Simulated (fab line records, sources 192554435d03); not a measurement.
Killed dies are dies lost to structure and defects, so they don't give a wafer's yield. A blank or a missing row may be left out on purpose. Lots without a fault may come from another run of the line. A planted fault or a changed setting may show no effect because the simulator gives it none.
fab line records | flow n5_finfet
record lots=24 wafers=72 last_day=17
route steps=1938 shown BEOL_M1@816
lots that met no fault: from a run of the same line without faults
start_h: hours from the record's first day to the start of the lot's first wafer shown | wait_h: hours since the lot's step before | " the same as in the row above | L1.1+2: a row that stands for several wafers | - no value, or no start given | * or withheld: withheld | < > ~ a bound
route shown NAME@n: a module of which the file shows steps, and the number in the route of the first | usual: mean/standard deviation of fault-free wafers | same: alike in all rows | chamber/n: place in a boat | sites: the reading at each site | _std_site: their standard deviation | _edge_site: outer sites' mean less inner sites' | radius_mm: how far each site lies from the wafer's centre | mask NAME#n: copy n | behind: the tool/chamber that last shaped the wafer | hold: why the lot was held/for how many hours/how that ended | device: the transistor (n, p or np) that didn't switch | end of line: the same wafers' tests at the end of the route | a step without rows: its recipe alone | killed: dies lost to structure and defects at the first sort, not the wafer's yield | map: a wafer's dies, x killed, . not, _ none there
set.NAME: the setting as run; set.NAME@STEP: as run at that earlier step | model.NAME: the simulator's own value behind a step, which no gauge read
steps of the route over a sample of lots; a table a step, a row a wafer
services: from which hour (start_h, from the record's first day; less than 0 if before it) a tool's chamber was out of use, for how many hours, and why
## steps
# step N5_BEOL_M1_SPUTTER_79
# recipe material=Cu target_thk_a=45 temp_c=-20 chamber_pressure_pa=0.07 power_w=withheld time_s=8.29
# usual throttle_valve_pct=29.8/1.1
# columns lot.wafer tool chamber start_h wait_h throttle_valve_pct
L074.1 pvd_sputter-01 - 134.25 0.1 28.9
L074.2 " - " " 29.0
L074.3 " - " " 28.4
L075.2 pvd_sputter-03 - 137.35 0.1 29.6
L075.5 " - " " 31.5
L075.6 " - " " 31.6
L076.3 pvd_sputter-01 - 141.38 0.1 28.8
L076.4 " - " " 30.6
L076.5 " - " " 28.8
L077.3 pvd_sputter-02 - 144.61 0.1 29.0
L077.5 " - " " 29.3
L077.6 " - " " 30.8
L078.2 pvd_sputter-01 - 157.43 0.1 30.9
L078.3 " - " " 29.2
L078.4 " - " " 29.3
L079.1 pvd_sputter-01 - 161.75 0.1 29.2
L079.3 " - " " 28.7
L079.4 " - " " 28.8
L080.2 pvd_sputter-01 - 169.93 0.1 28.8
L080.4 " - " " 30.7
L080.6 " - " " 29.0
L081.2 pvd_sputter-03 - 174.18 0.1 27.9
L081.5 " - " " 29.5
L081.6 " - " " 31.5
L082.1 pvd_sputter-03 - 177.74 0.1 31.5
L082.4 " - " " 31.4
L082.5 " - " " 27.9
L083.1 pvd_sputter-02 - 191.54 0.1 30.1
L083.4 " - " " 30.3
L083.6 " - " " 30.2
L084.1 pvd_sputter-03 - 192.36 0.1 28.3
L084.3 " - " " 31.7
L084.4 " - " " 29.2
L085.3 pvd_sputter-01 - 195.11 0.1 31.1
L085.5 " - " " 28.5
L085.6 " - " " 30.9
L086.1 pvd_sputter-03 - 203.76 0.1 31.4
L086.2 " - " " 29.4
L086.4 " - " " 31.6
L087.1 pvd_sputter-03 - 206.24 0.1 31.6
L087.3 " - " " 28.3
L087.6 " - " " 31.5
L088.1 pvd_sputter-02 - 225.24 0.1 30.4
L088.2 " - " " 29.1
L088.4 " - " " 30.5
L090.3 pvd_sputter-02 - 228.22 0.1 29.5
L090.4 " - " " 29.3
L090.6 " - " " 29.3
L089.1 pvd_sputter-03 - 230.32 0.1 31.5
L089.2 " - " " 31.3
L089.4 " - " " 29.5
L091.2 pvd_sputter-02 - 233.48 0.1 29.4
L091.3 " - " " 29.1
L091.5 " - " " 29.3
L092.2 pvd_sputter-01 - 237.23 0.1 28.6
L092.3 " - " " 29.1
L092.4 " - " " 28.4
L093.4 pvd_sputter-03 - 246.41 0.1 31.6
L093.5 " - " " 31.5
L093.6 " - " " 29.7
L094.1 pvd_sputter-02 - 253.99 0.1 29.4
L094.3 " - " " 30.5
L094.5 " - " " 29.2
L095.3 pvd_sputter-02 - 257.87 0.1 30.1
L095.4 " - " " 30.7
L095.5 " - " " 30.2
L096.3 pvd_sputter-01 - 267.05 0.1 28.7
L096.5 " - " " 29.4
L096.6 " - " " 28.8
L097.1 pvd_sputter-01 - 269.13 0.1 30.7
L097.3 " - " " 29.0
L097.5 " - " " 30.8
# step N5_BEOL_M1_SPUTTER_86
# recipe material=Cu target_thk_a=45 temp_c=-20 chamber_pressure_pa=0.07 power_w=withheld time_s=8.29
# usual throttle_valve_pct=29.8/1.1
# columns lot.wafer tool chamber start_h wait_h throttle_valve_pct
L074.1 pvd_sputter-01 - 134.69 0.1 28.4
L074.2 " - " " 29.1
L074.3 " - " " 28.3
L075.2 pvd_sputter-03 - 137.79 0.1 29.5
L075.5 " - " " 31.8
L075.6 " - " " 31.4
L076.3 pvd_sputter-01 - 141.82 0.1 28.7
L076.4 " - " " 30.9
L076.5 " - " " 28.8
L077.3 pvd_sputter-02 - 145.05 0.1 29.0
L077.5 " - " " 29.0
L077.6 " - " " 30.3
L078.2 pvd_sputter-01 - 157.87 0.1 30.7
L078.3 " - " " 29.2
L078.4 " - " " 29.2
L079.1 pvd_sputter-01 - 162.63 0.1 29.1
L079.3 " - " " 29.1
L079.4 " - " " 28.7
L080.2 pvd_sputter-01 - 170.37 0.1 28.7
L080.4 " - " " 30.9
L080.6 " - " " 29.2
L081.2 pvd_sputter-03 - 174.62 0.1 28.1
L081.5 " - " " 29.6
L081.6 " - " " 31.5
L082.1 pvd_sputter-03 - 178.18 0.1 31.3
L082.4 " - " " 31.4
L082.5 " - " " 28.0
L083.1 pvd_sputter-02 - 191.98 0.1 30.3
L083.4 " - " " 30.6
L083.6 " - " " 30.3
L084.1 pvd_sputter-03 - 192.80 0.1 28.2
L084.3 " - " " 31.6
L084.4 " - " " 29.6
L085.3 pvd_sputter-01 - 195.55 0.1 30.8
L085.5 " - " " 28.7
L085.6 " - " " 30.7
L086.1 pvd_sputter-03 - 204.20 0.1 31.6
L086.2 " - " " 29.4
L086.4 " - " " 31.7
L087.1 pvd_sputter-03 - 206.72 0.1 31.3
L087.3 " - " " 28.2
L087.6 " - " " 31.7
L088.1 pvd_sputter-02 - 225.68 0.1 30.3
L088.2 " - " " 29.4
L088.4 " - " " 30.7
L090.3 pvd_sputter-02 - 228.66 0.1 29.4
L090.4 " - " " 29.1
L090.6 " - " " 29.5
L089.1 pvd_sputter-03 - 230.76 0.1 31.8
L089.2 " - " " 31.4
L089.4 " - " " 29.4
L091.2 pvd_sputter-02 - 233.92 0.1 29.1
L091.3 " - " " 29.1
L091.5 " - " " 29.2
L092.2 pvd_sputter-01 - 237.67 0.1 28.7
L092.3 " - " " 29.0
L092.4 " - " " 28.7
L093.4 pvd_sputter-03 - 246.85 0.1 31.4
L093.5 " - " " 31.8
L093.6 " - " " 29.3
L094.1 pvd_sputter-02 - 254.43 0.1 29.0
L094.3 " - " " 30.6
L094.5 " - " " 29.0
L095.3 pvd_sputter-02 - 258.31 0.1 30.5
L095.4 " - " " 30.5
L095.5 " - " " 30.3
L096.3 pvd_sputter-01 - 267.49 0.1 28.9
L096.5 " - " " 29.1
L096.6 " - " " 28.8
L097.1 pvd_sputter-01 - 269.57 0.1 30.9
L097.3 " - " " 29.2
L097.5 " - " " 30.8
# step N5_BEOL_M1_ANNEAL_89
# recipe temp_c=400 time_s=240 ambient=vacuum
# usual heater_power_w=817/82
# columns lot.wafer tool chamber start_h wait_h heater_power_w
L074.1 pvd_sputter-01 - 134.99 0.0 850
L074.2 " - " " 765
L074.3 " - " " 821
L075.2 pvd_sputter-03 - 138.09 0.0 1038
L075.5 " - " " 775
L075.6 " - " " 791
L076.3 pvd_sputter-01 - 142.12 0.0 856
L076.4 " - " " 839
L076.5 " - " " 844
L077.3 pvd_sputter-02 - 145.35 0.0 735
L077.5 " - " " 725
L077.6 " - " " 810
L078.2 pvd_sputter-01 - 158.17 0.0 838
L078.3 " - " " 775
L078.4 " - " " 773
L079.1 pvd_sputter-01 - 163.23 0.1 781
L079.3 " - " " 832
L079.4 " - " " 860
L080.2 pvd_sputter-01 - 170.67 0.0 849
L080.4 " - " " 827
L080.6 " - " " 750
L081.2 pvd_sputter-03 - 174.92 0.0 783
L081.5 " - " " 1041
L081.6 " - " " 782
L082.1 pvd_sputter-03 - 178.48 0.0 815
L082.4 " - " " 774
L082.5 " - " " 749
L083.1 pvd_sputter-02 - 192.28 0.0 727
L083.4 " - " " 800
L083.6 " - " " 742
L084.1 pvd_sputter-03 - 193.10 0.0 763
L084.3 " - " " 776
L084.4 " - " " 1068
L085.3 pvd_sputter-01 - 195.85 0.0 834
L085.5 " - " " 808
L085.6 " - " " 852
L086.1 pvd_sputter-03 - 204.50 0.0 776
L086.2 " - " " 1056
L086.4 " - " " 776
L087.1 pvd_sputter-03 - 207.04 0.0 785
L087.3 " - " " 769
L087.6 " - " " 759
L088.1 pvd_sputter-02 - 225.98 0.0 734
L088.2 " - " " 734
L088.4 " - " " 805
L090.3 pvd_sputter-02 - 228.96 0.0 909
L090.4 " - " " 724
L090.6 " - " " 920
L089.1 pvd_sputter-03 - 231.06 0.0 764
L089.2 " - " " 790
L089.4 " - " " 1068
L091.2 pvd_sputter-02 - 234.22 0.0 931
L091.3 " - " " 732
L091.5 " - " " 728
L092.2 pvd_sputter-01 - 237.97 0.0 821
L092.3 " - " " 781
L092.4 " - " " 838
L093.4 pvd_sputter-03 - 247.15 0.0 769
L093.5 " - " " 780
L093.6 " - " " 1045
L094.1 pvd_sputter-02 - 254.73 0.0 715
L094.3 " - " " 808
L094.5 " - " " 721
L095.3 pvd_sputter-02 - 258.61 0.0 730
L095.4 " - " " 800
L095.5 " - " " 730
L096.3 pvd_sputter-01 - 267.79 0.0 824
L096.5 " - " " 750
L096.6 " - " " 831
L097.1 pvd_sputter-01 - 269.87 0.0 831
L097.3 " - " " 773
L097.5 " - " " 855
# step N5_BEOL_M1_ANNEAL_93
# recipe temp_c=400 time_s=240 ambient=vacuum
# usual heater_power_w=817/78
# columns lot.wafer tool chamber start_h wait_h heater_power_w
L074.1 pvd_sputter-01 - 135.43 0.0 851
L074.2 " - " " 782
L074.3 " - " " 813
L075.2 pvd_sputter-03 - 138.53 0.0 1028
L075.5 " - " " 761
L075.6 " - " " 795
L076.3 pvd_sputter-01 - 142.56 0.0 838
L076.4 " - " " 836
L076.5 " - " " 835
L077.3 pvd_sputter-02 - 145.79 0.0 725
L077.5 " - " " 723
L077.6 " - " " 785
L078.2 pvd_sputter-01 - 158.61 0.0 830
L078.3 " - " " 753
L078.4 " - " " 769
L079.1 pvd_sputter-01 - 164.11 0.1 763
L079.3 " - " " 834
L079.4 " - " " 875
L080.2 pvd_sputter-01 - 171.11 0.0 849
L080.4 " - " " 841
L080.6 " - " " 761
L081.2 pvd_sputter-03 - 175.36 0.0 763
L081.5 " - " " 1030
L081.6 " - " " 799
L082.1 pvd_sputter-03 - 178.92 0.0 779
L082.4 " - " " 759
L082.5 " - " " 761
L083.1 pvd_sputter-02 - 192.72 0.0 763
L083.4 " - " " 812
L083.6 " - " " 742
L084.1 pvd_sputter-03 - 193.54 0.0 772
L084.3 " - " " 774
L084.4 " - " " 1041
L085.3 pvd_sputter-01 - 196.29 0.0 840
L085.5 " - " " 805
L085.6 " - " " 843
L086.1 pvd_sputter-03 - 204.94 0.0 774
L086.2 " - " " 1021
L086.4 " - " " 776
L087.1 pvd_sputter-03 - 207.52 0.0 781
L087.3 " - " " 750
L087.6 " - " " 769
L088.1 pvd_sputter-02 - 226.42 0.0 731
L088.2 " - " " 723
L088.4 " - " " 800
L090.3 pvd_sputter-02 - 229.40 0.0 898
L090.4 " - " " 743
L090.6 " - " " 903
L089.1 pvd_sputter-03 - 231.50 0.0 779
L089.2 " - " " 809
L089.4 " - " " 1036
L091.2 pvd_sputter-02 - 234.66 0.0 919
L091.3 " - " " 732
L091.5 " - " " 746
L092.2 pvd_sputter-01 - 238.41 0.0 834
L092.3 " - " " 775
L092.4 " - " " 850
L093.4 pvd_sputter-03 - 247.59 0.0 774
L093.5 " - " " 783
L093.6 " - " " 1009
L094.1 pvd_sputter-02 - 255.17 0.0 739
L094.3 " - " " 803
L094.5 " - " " 718
L095.3 pvd_sputter-02 - 259.05 0.0 739
L095.4 " - " " 812
L095.5 " - " " 758
L096.3 pvd_sputter-01 - 268.23 0.0 826
L096.5 " - " " 778
L096.6 " - " " 847
L097.1 pvd_sputter-01 - 270.31 0.0 834
L097.3 " - " " 754
L097.5 " - " " 820
# step N5_BEOL_M1_SPUTTER_94
# recipe material=Cu target_thk_a=45 temp_c=-20 chamber_pressure_pa=0.07 power_w=withheld time_s=8.29
# usual throttle_valve_pct=29.8/1.1
# columns lot.wafer tool chamber start_h wait_h throttle_valve_pct
L074.1 pvd_sputter-01 - 135.57 0.1 28.9
L074.2 " - " " 29.3
L074.3 " - " " 28.9
L075.2 pvd_sputter-03 - 138.67 0.1 29.8
L075.5 " - " " 31.5
L075.6 " - " " 31.1
L076.3 pvd_sputter-01 - 142.70 0.1 28.8
L076.4 " - " " 30.8
L076.5 " - " " 28.9
L077.3 pvd_sputter-02 - 145.93 0.1 29.0
L077.5 " - " " 29.3
L077.6 " - " " 30.4
L078.2 pvd_sputter-01 - 158.75 0.1 30.7
L078.3 " - " " 29.1
L078.4 " - " " 29.2
L079.1 pvd_sputter-01 - 164.39 0.1 29.1
L079.3 " - " " 29.0
L079.4 " - " " 28.6
L080.2 pvd_sputter-01 - 171.25 0.1 28.9
L080.4 " - " " 30.6
L080.6 " - " " 28.9
L081.2 pvd_sputter-03 - 175.50 0.1 28.2
L081.5 " - " " 29.4
L081.6 " - " " 31.5
L082.1 pvd_sputter-03 - 179.06 0.1 31.3
L082.4 " - " " 31.5
L082.5 " - " " 28.2
L083.1 pvd_sputter-02 - 192.86 0.1 30.2
L083.4 " - " " 30.3
L083.6 " - " " 30.1
L084.1 pvd_sputter-03 - 193.68 0.1 28.3
L084.3 " - " " 31.4
L084.4 " - " " 29.7
L085.3 pvd_sputter-01 - 196.43 0.1 30.8
L085.5 " - " " 28.7
L085.6 " - " " 30.8
L086.1 pvd_sputter-03 - 205.09 0.1 31.5
L086.2 " - " " 29.3
L086.4 " - " " 31.8
L087.1 pvd_sputter-03 - 207.67 0.1 31.2
L087.3 " - " " 28.3
L087.6 " - " " 31.3
L088.1 pvd_sputter-02 - 226.56 0.1 30.2
L088.2 " - " " 29.0
L088.4 " - " " 30.6
L090.3 pvd_sputter-02 - 229.54 0.1 29.3
L090.4 " - " " 29.1
L090.6 " - " " 29.4
L089.1 pvd_sputter-03 - 231.64 0.1 31.5
L089.2 " - " " 31.5
L089.4 " - " " 29.5
L091.2 pvd_sputter-02 - 234.80 0.1 29.4
L091.3 " - " " 29.3
L091.5 " - " " 29.2
L092.2 pvd_sputter-01 - 238.55 0.1 28.5
L092.3 " - " " 28.7
L092.4 " - " " 28.8
L093.4 pvd_sputter-03 - 247.73 0.1 31.8
L093.5 " - " " 31.5
L093.6 " - " " 29.6
L094.1 pvd_sputter-02 - 255.31 0.1 29.3
L094.3 " - " " 30.5
L094.5 " - " " 29.1
L095.3 pvd_sputter-02 - 259.19 0.1 30.4
L095.4 " - " " 30.6
L095.5 " - " " 30.2
L096.3 pvd_sputter-01 - 268.37 0.1 28.5
L096.5 " - " " 28.9
L096.6 " - " " 29.0
L097.1 pvd_sputter-01 - 270.45 0.1 30.9
L097.3 " - " " 28.8
L097.5 " - " " 31.0
# step N5_BEOL_M1_INSPECT_59
# recipe inspect_instrument=darkfield mode=post_dep
# usual raw_defect_count=73/27
# columns lot.wafer tool chamber start_h wait_h raw_defect_count
L074.1 defect_inspect-01 - 137.00 0.0 56
L074.2 " - " " 58
L074.3 " - " " 54
L075.2 defect_inspect-02 - 139.97 0.0 63
L075.5 " - " " 42
L075.6 " - " " 57
L076.3 defect_inspect-01 - 143.99 0.0 59
L076.4 " - " " 93
L076.5 " - " " 87
L077.3 defect_inspect-02 - 147.58 0.0 86
L077.5 " - " " 77
L077.6 " - " " 63
L078.2 defect_inspect-01 - 160.48 0.0 67
L078.3 " - " " 33
L078.4 " - " " 49
L079.1 defect_inspect-01 - 165.99 0.0 61
L079.3 " - " " 96
L079.4 " - " " 83
L080.2 defect_inspect-01 - 172.55 0.0 121
L080.4 " - " " 135
L080.6 " - " " 112
L081.2 defect_inspect-01 - 176.83 0.0 42
L081.5 " - " " 48
L081.6 " - " " 46
L082.1 defect_inspect-01 - 180.36 0.0 65
L082.4 " - " " 98
L082.5 " - " " 113
L083.1 defect_inspect-01 - 194.15 0.0 141
L083.4 " - " " 98
L083.6 " - " " 90
L084.1 defect_inspect-02 - 195.39 0.0 56
L084.3 " - " " 55
L084.4 " - " " 43
L085.3 defect_inspect-02 - 198.91 0.0 54
L085.5 " - " " 46
L085.6 " - " " 70
L086.1 defect_inspect-02 - 206.70 0.0 34
L086.2 " - " " 94
L086.4 " - " " 76
L087.1 defect_inspect-02 - 209.21 0.0 137
L087.3 " - " " 84
L087.6 " - " " 73
L088.1 defect_inspect-01 - 227.90 0.0 94
L088.2 " - " " 106
L088.4 " - " " 61
L090.3 defect_inspect-01 - 230.87 0.0 62
L090.4 " - " " 94
L090.6 " - " " 70
L089.1 defect_inspect-01 - 232.98 0.0 46
L089.2 " - " " 72
L089.4 " - " " 76
L091.2 defect_inspect-02 - 236.10 0.0 52
L091.3 " - " " 52
L091.5 " - " " 53
L092.2 defect_inspect-01 - 239.98 0.0 51
L092.3 " - " " 44
L092.4 " - " " 36
L093.4 defect_inspect-02 - 249.23 0.0 72
L093.5 " - " " 71
L093.6 " - " " 73
L094.1 defect_inspect-01 - 256.65 0.1 73
L094.3 " - " " 79
L094.5 " - " " 60
L095.3 defect_inspect-01 - 260.48 0.0 74
L095.4 " - " " 74
L095.5 " - " " 66
L096.3 defect_inspect-02 - 269.66 0.0 53
L096.5 " - " " 129
L096.6 " - " " 75
L097.1 defect_inspect-01 - 271.74 0.0 87
L097.3 " - " " 73
L097.5 " - " " 62
## services
# columns tool chamber start_h hours kind
pvd_sputter-02 - 200.34 4.0 repair
## key
fault none
